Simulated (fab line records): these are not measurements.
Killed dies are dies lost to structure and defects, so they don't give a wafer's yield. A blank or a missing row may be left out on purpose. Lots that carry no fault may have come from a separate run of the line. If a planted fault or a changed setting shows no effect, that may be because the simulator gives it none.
Which tool is to blame? -- flow nand-harc -- 37 wafers from 13 lots sampled at 4 of the route's 1302 steps

WHAT THE GAUGES SHOWED, per wafer
NHARC_A_SOURCE_PLATE_THK_MEAS_06: measures by ellipsometry. Usual: thk-nm reads 199.8 nm (standard deviation 2.1).
lot,measured,on,thk-nm (nm),flag
L909,day 7 21:14,film-metro-01,202.7 200.2 197.0,
L910,day 8 00:50,film-metro-02,199.5 201.5 201.0,
L911,day 8 16:26,film-metro-02,205.0 204.9 200.7,
L913,day 9 11:47,film-metro-02,196.5 197.4 199.7,
L921,day 12 13:38,film-metro-02,202.4 200.7 198.8,
L923,day 13 16:02,film-metro-02,200.2,
L925,day 14 14:32,film-metro-02,202.2 201.0 201.3,
L927,day 15 02:10,film-metro-02,199.3 200.6 201.3,
L926,day 15 02:10,film-metro-01,199.2 199.2 199.2,
L929,day 16 01:26,film-metro-02,198.4 196.5 197.6,
L930,day 16 09:20,film-metro-02,202.9 200.8 201.3,
L931,day 17 01:35,film-metro-01,198.3 197.9 197.6,
L932,day 17 16:47,film-metro-02,197.1 197.4 199.0,

NHARC_A_ONON_D1_THK_MEAS_34: measures by ellipsometry. Usual: thk-nm reads 200 nm (standard deviation 3.1).
lot,measured,on,thk-nm (nm),flag
L909,day 8 11:10,film-metro-01,200 200 205,
L910,day 8 11:10,film-metro-02,203 199 205,
L911,day 9 06:08,film-metro-01,197 202 201,
L913,day 10 01:11,film-metro-01,198 200 201,
L921,day 13 03:05,film-metro-02,200 263 266 199 262 266,OFF
L923,day 14 07:44,film-metro-02,257 256,OFF
L925,day 15 06:51,film-metro-02,203 201 205,
L927,day 15 17:02,film-metro-02,202 196 199,
L926,day 15 17:01,film-metro-02,198 201 200,
L929,day 16 14:38,film-metro-01,200 204 204,
L930,day 16 22:48,film-metro-01,196 202 200,
L931,day 17 15:17,film-metro-01,204 201 200,
L932,day 18 06:35,film-metro-01,194 200 205,

NHARC_A_CHANNEL_HOLE_D1_CD_MEAS_10: the cd target is 100 nm. Usual: cd-nm reads 100.0 nm (standard deviation 0.54).
lot,measured,on,cd-nm (nm),flag
L909,day 8 16:30,cd-sem-02,100.3 99.6 100.3,
L910,day 8 15:55,cd-sem-03,99.2 99.5 98.9,
L911,day 9 10:36,cd-sem-02,99.4 99.6 100.0,
L913,day 10 05:17,cd-sem-02,100.6 100.4 100.5,
L921,day 13 13:37,cd-sem-01,100.0 99.7 100.1,
L923,day 14 21:29,cd-sem-03,99.5,
L925,day 15 12:38,cd-sem-02,99.4 99.8 100.8,
L927,day 15 22:41,cd-sem-01,100.0 100.7 100.7,
L926,day 15 21:58,cd-sem-02,100.1 99.9 100.6,
L929,day 17 01:10,cd-sem-02,99.0 98.6 99.2,
L930,day 17 09:13,cd-sem-02,100.5 100.9 100.3,
L931,day 17 22:16,cd-sem-02,100.3 100.3 100.0,
L932,day 18 10:44,cd-sem-02,101.0 100.9 100.4,

EACH LOT AND THE TOOL THAT RAN IT (in order: tool; ch and the chambers of the sampled wafers; start)
lot,NHARC_A_ONON_D1_DEP_33
L909,"pecvd-03 ch 0,2, day 8 10:45"
L910,"pecvd-04 ch 0,1,2, day 8 10:44"
L911,"pecvd-01 ch 0,1, day 9 05:43"
L913,"pecvd-03 ch 1,2, day 10 00:47"
L921,"pecvd-03 ch 1,2, day 13 02:40"
L923,"pecvd-03 ch 2, day 14 07:22"
L925,"pecvd-01 ch 0,2, day 15 06:26"
L927,"pecvd-01 ch 0,1, day 15 16:38"
L926,"pecvd-04 ch 1,2, day 15 16:42"
L929,"pecvd-01 ch 0,2, day 16 14:13"
L930,"pecvd-03 ch 1,2, day 16 22:23"
L931,"pecvd-01 ch 0,2, day 17 14:55"
L932,"pecvd-01 ch 0,1,2, day 18 06:16"
- NHARC_A_ONON_D1_DEP_33: deposits SiO2, target thk 200 nm.

WHAT THE TOOLS THEMSELVES READ (means of the sampled wafers that have a number; where no wafer has one, the mark that the record gives instead)
NHARC_A_ONON_D1_DEP_33. Usual: heater-power-w 602 W, standard deviation 81; throttle-valve-pct 15.8 %, standard deviation 0.53.
lot,tool,heater-power-w (W),throttle-valve-pct (%),flag
L909,pecvd-03,498,15.2,
L910,pecvd-04,680,15.8,
L911,pecvd-01,647,15.7,
L913,pecvd-03,550,15.4,
L921,pecvd-03,566,15.4,
L923,pecvd-03,520,14.9,
L925,pecvd-01,588,15.7,
L927,pecvd-01,619,15.6,
L926,pecvd-04,646,16.1,
L929,pecvd-01,594,15.4,
L930,pecvd-03,611,15.2,
L931,pecvd-01,629,15.6,
L932,pecvd-01,609,15.6,

THE ANSWER, worked out from the rows above alone
Rule: take the mean of a lot's wafers that have a number; if it is more than 3 standard deviations from the usual mean, the lot is off. Also off: a lot with no number at a reading for which 4 or more lots have one. The other lots that the step has rows for count as sound. The gauges are gone through in route order, then the tools' own readings, and for those a lot's mean is taken as printed above. The first step at which some lot is off is used, and at that step the reading that is off furthest; a lot without a number counts as furthest.
Off: L921, L923 (NHARC_A_ONON_D1_THK_MEAS_34, thk-nm).
If a tool, at a process step before that reading, ran all the lots that are off and no sound lot after the first of them, it fits. Those tools and the gauges at NHARC_A_ONON_D1_THK_MEAS_34 are tried in the same way. None of those tried fits.

WHAT WAS PUT IN BY THE SIMULATOR
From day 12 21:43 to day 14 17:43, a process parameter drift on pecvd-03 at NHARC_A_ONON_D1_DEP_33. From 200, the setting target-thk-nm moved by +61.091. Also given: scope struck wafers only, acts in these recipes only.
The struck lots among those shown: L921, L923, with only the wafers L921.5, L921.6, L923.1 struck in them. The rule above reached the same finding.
